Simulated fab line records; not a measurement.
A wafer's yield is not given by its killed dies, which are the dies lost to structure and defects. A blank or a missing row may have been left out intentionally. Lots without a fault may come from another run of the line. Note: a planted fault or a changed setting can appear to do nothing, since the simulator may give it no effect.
fab line records | flow n5Finfet
[record] lots = 10 wafers = 30 lastDay = 17
route steps=1938 shown BEOL_M3@997 BEOL_M4@1021
lots that met no fault: taken from a fault-free run of the same line
startH: hours from the record's first day to the start of the lot's first wafer shown | waitH: hours elapsed since this lot's preceding step | " unchanged from the row above | L1.1+2: several wafers, shown together as one row | - either no value or no given start | * or withheld: withheld | < > ~ a bound
route shown NAME@n: a module of which the file shows steps, and the number in the route of the first | usual: the fault-free wafers' mean and standard deviation | same: alike in all rows | chamber/n: place in a boat | sites: readings site by site | _std_site: their standard deviation | _edge_site: mean of outer sites minus mean of inner sites | radiusMm: how far each site lies from the wafer's centre | mask NAME#n: copy n | behind: the most recent tool/chamber to have shaped the wafer | hold: cause of the lot's hold/its duration in hours/its outcome | device: which transistor (n, p or np) failed to switch | end of line: tests of these same wafers at the route's end | where a step has no rows: the recipe by itself | killed: dies lost to structure and defects at the first sort, not the wafer's yield | map: a wafer's dies, x killed, . not, _ none there
set.NAME: setting as actually run; set.NAME@STEP: the setting as run at that earlier step | model.NAME: the simulator's own value behind a step, which no gauge read
one table for each step of the route and one row for each wafer, over a sample of lots
services: from which hour (startH, from the record's first day; less than 0 if before it) a tool's chamber was out of use, for how many hours, and why
[[steps]]
[step N5_BEOL_M3_ANNEAL_80]
[recipe] tempC = 400 timeS = 240 ambient = vacuum
[usual] heaterPowerW = 809/84
// columns lot.wafer tool chamber startH waitH heaterPowerW
L290.1 pvdSputter-01 - 147.44 0.0 826
L290.5 " - " " 930
L290.6 " - " " 743
L291.3 pvdSputter-03 - 155.48 0.0 697
L291.4 " - " " 698
L291.6 " - " " 934
L293.1 pvdSputter-03 - 173.91 0.0 705
L293.4 " - " " 795
L293.5 " - " " 798
L294.1 pvdSputter-01 - 176.46 0.0 874
L294.3 " - " " 739
L294.5 " - " " 815
L302.1 pvdSputter-01 - 240.61 0.0 895
L302.3 " - " " 794
L302.4 " - " " 755
L304.3 pvdSputter-03 - 241.37 0.0 961
L304.4 " - " " 720
L304.5 " - " " 810
L306.2 pvdSputter-03 - 249.23 0.0 684
L306.5 " - " " 913
L306.6 " - " " 691
L307.2 pvdSputter-01 - 255.71 0.0 915
L307.5 " - " " 918
L307.6 " - " " 802
L311.1 pvdSputter-03 - 291.86 0.0 721
L311.4 " - " " 945
L311.6 " - " " 802
L313.1 pvdSputter-02 - 300.69 0.0 686
L313.3 " - " " 832
L313.6 " - " " 695
[step N5_BEOL_M3_SPUTTER_81]
[recipe] material = Cu targetThkA = 45 tempC = -20 chamberPressurePa = 0.07 powerW = withheld timeS = 8.29
[usual] throttleValvePct = 30.0/1.1
// columns lot.wafer tool chamber startH waitH throttleValvePct
L290.1 pvdSputter-01 - 147.58 0.1 30.0
L290.5 " - " " 30.9
L290.6 " - " " 30.0
L291.3 pvdSputter-03 - 155.62 0.1 28.7
L291.4 " - " " 28.5
L291.6 " - " " 28.7
L293.1 pvdSputter-03 - 174.05 0.1 31.8
L293.4 " - " " 29.5
L293.5 " - " " 29.9
L294.1 pvdSputter-01 - 176.62 0.1 29.6
L294.3 " - " " 30.1
L294.5 " - " " 30.0
L302.1 pvdSputter-01 - 240.75 0.1 31.2
L302.3 " - " " 29.8
L302.4 " - " " 30.0
L304.3 pvdSputter-03 - 241.51 0.1 28.6
L304.4 " - " " 28.4
L304.5 " - " " 29.8
L306.2 pvdSputter-03 - 249.37 0.1 28.5
L306.5 " - " " 28.5
L306.6 " - " " 28.2
L307.2 pvdSputter-01 - 255.85 0.1 31.1
L307.5 " - " " 31.2
L307.6 " - " " 29.6
L311.1 pvdSputter-03 - 292.00 0.1 31.7
L311.4 " - " " 28.6
L311.6 " - " " 29.4
L313.1 pvdSputter-02 - 300.83 0.1 31.3
L313.3 " - " " 29.9
L313.6 " - " " 31.6
[step N5_BEOL_M3_ANNEAL_87]
[recipe] tempC = 400 timeS = 240 ambient = vacuum
[usual] heaterPowerW = 812/86
// columns lot.wafer tool chamber startH waitH heaterPowerW
L290.1 pvdSputter-01 - 147.88 0.0 812
L290.5 " - " " 928
L290.6 " - " " 727
L291.3 pvdSputter-03 - 155.92 0.0 698
L291.4 " - " " 699
L291.6 " - " " 954
L293.1 pvdSputter-03 - 174.35 0.0 724
L293.4 " - " " 807
L293.5 " - " " 806
L294.1 pvdSputter-01 - 176.96 0.0 863
L294.3 " - " " 734
L294.5 " - " " 796
L302.1 pvdSputter-01 - 241.05 0.0 910
L302.3 " - " " 836
L302.4 " - " " 724
L304.3 pvdSputter-03 - 241.81 0.0 926
L304.4 " - " " 713
L304.5 " - " " 804
L306.2 pvdSputter-03 - 249.67 0.0 690
L306.5 " - " " 931
L306.6 " - " " 705
L307.2 pvdSputter-01 - 256.15 0.0 924
L307.5 " - " " 922
L307.6 " - " " 786
L311.1 pvdSputter-03 - 292.30 0.0 727
L311.4 " - " " 948
L311.6 " - " " 806
L313.1 pvdSputter-02 - 301.13 0.0 694
L313.3 " - " " 798
L313.6 " - " " 685
[step N5_BEOL_M4_ILD_DEP_00]
[recipe] material = SiOC targetThkA = 790 tempC = 350 precursor = DEMS/O2 pressureTorr = 5 rfW = 500 timeS = 15.3
[usual] heaterPowerW = 462/92 showerheadPlenumPTorr = 5.690/0.012 showerheadVppV = 1385/38 throttleValvePct = 12.2/0.71
// columns lot.wafer tool chamber startH waitH heaterPowerW showerheadPlenumPTorr showerheadVppV throttleValvePct
L290.1 pecvd-04 2 150.14 0.0 414 5.670 1386 12.5
L290.5 " 1 " " 379 5.692 1415 12.3
L290.6 " 2 " " 417 5.688 1389 12.2
L291.3 pecvd-02 0 158.68 0.0 532 5.675 1311 12.6
L291.4 " 1 " " 446 5.661 1367 12.9
L291.6 " 0 " " 541 5.687 1298 12.5
L293.1 pecvd-04 1 176.66 0.0 346 5.697 1393 12.3
L293.4 " 0 " " 430 5.676 1403 12.7
L293.5 " 2 " " 424 5.691 1395 12.4
L294.1 pecvd-04 0 179.25 0.0 380 5.668 1398 13.1
L294.3 " 0 " " 378 5.670 1445 13.1
L294.5 " 2 " " 437 5.691 1379 12.5
L302.1 pecvd-04 2 243.22 0.0 432 5.670 1405 10.8
L302.3 " 0 " " 421 5.676 1419 13.3
L302.4 " 0 " " 416 5.677 1435 12.8
L304.3 pecvd-02 0 243.94 0.0 530 5.681 1337 12.7
L304.4 " 0 " " 535 5.677 1308 12.8
L304.5 " 1 " " 458 5.671 1395 12.6
L306.2 pecvd-03 2 251.80 0.0 426 5.679 1341 11.9
L306.5 " 0 " " 673 5.697 1330 12.4
L306.6 " 1 " " 550 5.715 1395 12.0
L307.2 pecvd-03 1 258.28 0.0 525 5.706 1405 12.2
L307.5 " 0 " " 701 5.701 1344 12.4
L307.6 " 1 " " 565 5.714 1378 12.3
L311.1 pecvd-02 1 294.44 0.0 488 5.684 1364 12.7
L311.4 " 1 " " 487 5.688 1359 12.6
L311.6 " 0 " " 561 5.690 1307 13.0
L313.1 pecvd-03 0 303.26 0.0 703 5.694 1330 12.0
L313.3 " 2 " " 464 5.693 1343 12.2
L313.6 " 1 " " 468 5.707 1400 12.0
[step N5_BEOL_M4_THK_MEAS_01]
[recipe] reads = SiOC_of_BEOL_M4_ILD_DEP_00
[usual] M4_ILD_THK = 79.0/1.3
// columns lot.wafer tool chamber startH waitH M4_ILD_THK[nm]
L290.1 filmMetro-01 - 150.21 0.0 78.9
L290.5 " - " " 79.4
L290.6 " - " " 80.3
L291.3 filmMetro-01 - 158.75 0.1 77.6
L291.4 " - " " 80.7
L291.6 " - " " 79.2
L293.1 filmMetro-02 - 176.72 0.0 79.9
L293.4 " - " " 79.4
L293.5 " - " " 81.0
L294.1 filmMetro-02 - 179.34 0.1 78.8
L294.3 " - " " 79.7
L294.5 " - " " 80.5
L302.1 filmMetro-02 - 243.28 0.0 80.1
L302.3 " - " " 66.5
L302.4 " - " " 68.1
L304.3 filmMetro-02 - 244.01 0.1 77.0
L304.4 " - " " 78.8
L304.5 " - " " 81.2
L306.2 filmMetro-02 - 251.87 0.1 76.6
L306.5 " - " " 77.7
L306.6 " - " " 77.7
L307.2 filmMetro-01 - 258.35 0.1 76.2
L307.5 " - " " 79.0
L307.6 " - " " 77.3
L311.1 filmMetro-02 - 294.51 0.0 77.5
L311.4 " - " " 80.2
L311.6 " - " " 77.6
L313.1 filmMetro-01 - 303.32 0.0 78.2
L313.3 " - " " 77.8
L313.6 " - " " 79.8
[step N5_BEOL_M4_RC_MEAS_101]
[usual] DIBL_N = 37.5/2.5 DIBL_P = 38/3.1 IOFF_N = 0.19/0.059 IOFF_P = 0.24/0.061 ION_N = 679/16 ION_P = 465/9.8 SS_N = 72.0/0.8 SS_P = 73.7/0.86 VT_N = 248/4.5 VT_P = -249/3.5
// columns lot.wafer tool chamber startH waitH DIBL_N[mV/V] DIBL_P[mV/V] IOFF_N[nA/um] IOFF_P[nA/um] ION_N[uA/um] ION_P[uA/um] SS_N[mV/dec] SS_P[mV/dec] VT_N[mV] VT_P[mV]
L290.1 prober-02 0 163.35 0.0 34.1 36 0.12 0.20 659 459 70.6 72.8 254 -249
L290.5 " 0 " " 37.8 37 0.18 0.22 678 466 72.3 73.5 251 -250
L290.6 " 0 " " 39.7 40 0.23 0.27 679 459 72.7 74.2 248 -245
L291.3 prober-02 0 170.07 0.3 37.3 38 0.18 0.23 677 459 72.0 73.5 250 -250
L291.4 " 0 " " 37.3 40 0.19 0.27 675 465 72.5 74.2 248 -248
L291.6 " 0 " " 37.4 38 0.18 0.22 676 460 72.6 73.8 255 -252
L293.1 prober-01 0 188.43 0.0 35.7 36 0.15 0.19 673 458 71.9 72.4 253 -250
L293.4 " 0 " " 33.3 34 0.11 0.17 651 455 70.6 71.8 255 -253
L293.5 " 0 " " 37.1 38 0.18 0.24 669 461 71.6 73.8 248 -249
L294.1 prober-02 0 188.58 0.0 37.5 38 0.19 0.24 679 463 71.3 73.4 249 -248
L294.3 " 0 " " 41.0 43 0.31 0.37 711 480 72.8 75.0 238 -242
L294.5 " 0 " " 37.7 38 0.18 0.25 683 469 72.1 73.4 248 -247
L302.1 prober-02 0 253.23 0.0 35.6 35 0.15 0.17 660 448 71.4 73.2 250 -255
L302.3 " 0 " " 34.5 34 0.14 0.17 672 453 71.0 72.5 248 -255
L302.4 " 0 " " 37.2 38 0.18 0.22 678 450 71.9 73.9 246 -250
L304.3 prober-02 0 259.21 0.3 35.8 36 0.13 0.21 659 465 71.9 73.3 256 -249
L304.4 " 0 " " 36.5 37 0.14 0.21 658 455 71.5 73.3 252 -250
L304.5 " 0 " " 38.3 38 0.19 0.27 682 471 72.0 74.3 248 -248
L306.2 prober-02 0 262.83 0.2 36.4 37 0.15 0.19 668 458 71.9 73.5 253 -251
L306.5 " 0 " " 36.4 37 0.15 0.20 679 466 72.0 73.8 252 -252
L306.6 " 0 " " 37.9 40 0.19 0.24 689 471 72.1 74.0 248 -248
L307.2 prober-01 0 283.52 0.2 40.7 41 0.24 0.26 697 471 72.1 74.2 243 -248
L307.5 " 0 " " 38.4 37 0.19 0.20 664 453 72.4 73.8 251 -255
L307.6 " 0 " " 34.4 34 0.12 0.16 658 449 71.9 72.4 255 -254
L311.1 prober-01 0 310.43 0.0 38.6 42 0.21 0.29 685 475 72.0 74.4 247 -249
L311.4 " 0 " " 39.0 39 0.20 0.23 676 455 71.8 74.7 247 -251
L311.6 " 0 " " 39.9 41 0.23 0.26 687 466 72.2 74.6 245 -249
L313.1 prober-02 0 317.13 0.0 36.5 37 0.18 0.22 681 462 72.6 73.0 250 -249
L313.3 " 0 " " 36.5 39 0.19 0.27 690 476 72.7 74.0 247 -247
L313.6 " 0 " " 36.0 37 0.15 0.20 677 461 72.3 73.7 253 -253
[[services]]
// columns tool chamber startH hours kind
pecvd-02 2 125.51 2.1 scheduledDown
pecvd-03 1 127.77 2.1 scheduledDown
pecvd-03 0 131.85 2.1 scheduledDown
pvdSputter-01 - 133.40 2.5 repair
pecvd-02 2 167.45 5.0 scheduledDown
pecvd-04 1 178.07 2.1 scheduledDown
pecvd-02 0 182.67 2.3 repair
pecvd-02 - 184.08 0.6 repair
pecvd-04 2 204.83 2.1 scheduledDown
pecvd-04 2 206.96 - clean
pecvd-04 2 206.96 - consumableReplace:showerhead
pecvd-04 2 206.96 29.0 scheduledDown
pecvd-04 2 206.96 29.0 ventCycle
pecvd-03 - 209.60 1.2 repair
pecvd-02 0 231.33 2.1 scheduledDown
pecvd-03 2 237.88 5.4 repair
pecvd-03 2 245.09 5.5 scheduledDown
pecvd-04 1 302.38 10.1 repair
[[key]]
[firstSign] step = N5_BEOL_M4_THK_MEAS_01 reading = M4_ILD_THK direction = down sigmas = 9.1 usual = 79.0 struck = 67.3
effect none on later readings
metAt N5_BEOL_M4_ILD_DEP_00
struckLots L302
struckWafers L302.3,L302.4
notActingAt N5_BEOL_M3_ANNEAL_80,N5_BEOL_M3_SPUTTER_81,N5_BEOL_M3_ANNEAL_87
onsetBetween 179.25 243.22
[fault] kind = processParameterDrift tool = pecvd-04 chamber = - onsetH = 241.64 steps = N5_BEOL_M4_ILD_DEP_00 channel = targetThkA offset = * shape = step endH = 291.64 scope = struckWafersOnly actsIn = * stated = *
